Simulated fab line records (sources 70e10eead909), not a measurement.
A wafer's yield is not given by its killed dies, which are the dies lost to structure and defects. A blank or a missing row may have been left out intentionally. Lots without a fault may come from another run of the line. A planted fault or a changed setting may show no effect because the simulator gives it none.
Chamber matching | flow nand_harc | 3 sister chambers for NHARC_A_CONTACT_DEP_58 on pecvd-03
The step deposits SiON, target thk 60 nm. 6 wafers are shown with their chamber, then 8 later ones without.

## WAFERS, EACH WITH ITS CHAMBER
wafer  | chamber | heater_power_w (W) | heater_power_outer_w (W)
L076.4 | 0       | 921                | 527
L080.4 | 1       | 574                | 335
L084.5 | 1       | 663                | 413
L083.1 | 0       | 938                | 539
L083.6 | 2       | 593                | 336
L087.1 | 2       | 665                | 408

## WAFERS WITHOUT THEIR CHAMBER
wafer  | heater_power_w (W) | heater_power_outer_w (W)
L087.2 | 624                | 381
L087.6 | 694                | 410
L086.1 | 671                | 407
L086.4 | 689                | 396
L086.6 | 910                | 544
L096.2 | 721                | 387
L096.4 | 673                | 408
L096.5 | 878                | 503

## EACH ONE'S CHAMBER
wafer  | from the rows above     | in truth
L087.2 | can't be placed: 1 or 2 | 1
L087.6 | can't be placed: 2 or 1 | 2
L086.1 | can't be placed: 2 or 1 | 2
L086.4 | can't be placed: 2 or 1 | 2
L086.6 | 0                       | 0
L096.2 | can't be placed: 2 or 1 | 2
L096.4 | can't be placed: 2 or 1 | 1
L096.5 | 0                       | 0
Placed correctly: 2 of 8. Can't be placed from these rows: 6 (the true chamber is among the candidates in 6). Number placed wrongly: 0.
How it was worked out, from the rows above alone: a wafer's distance from a chamber is the root of the sum, over the readings, of the square of ((its reading less the chamber's mean) divided by the reading's scatter). If the next closest chamber is less than 2 further off than the closest, the wafer can't be placed; otherwise it belongs to the closest. For every chamber, the mean is computed from those of its wafers that are shown. The scatter is the square root of a quotient: the sum, over the shown wafers, of each reading's squared deviation from its chamber's mean, divided by wafers minus chambers.
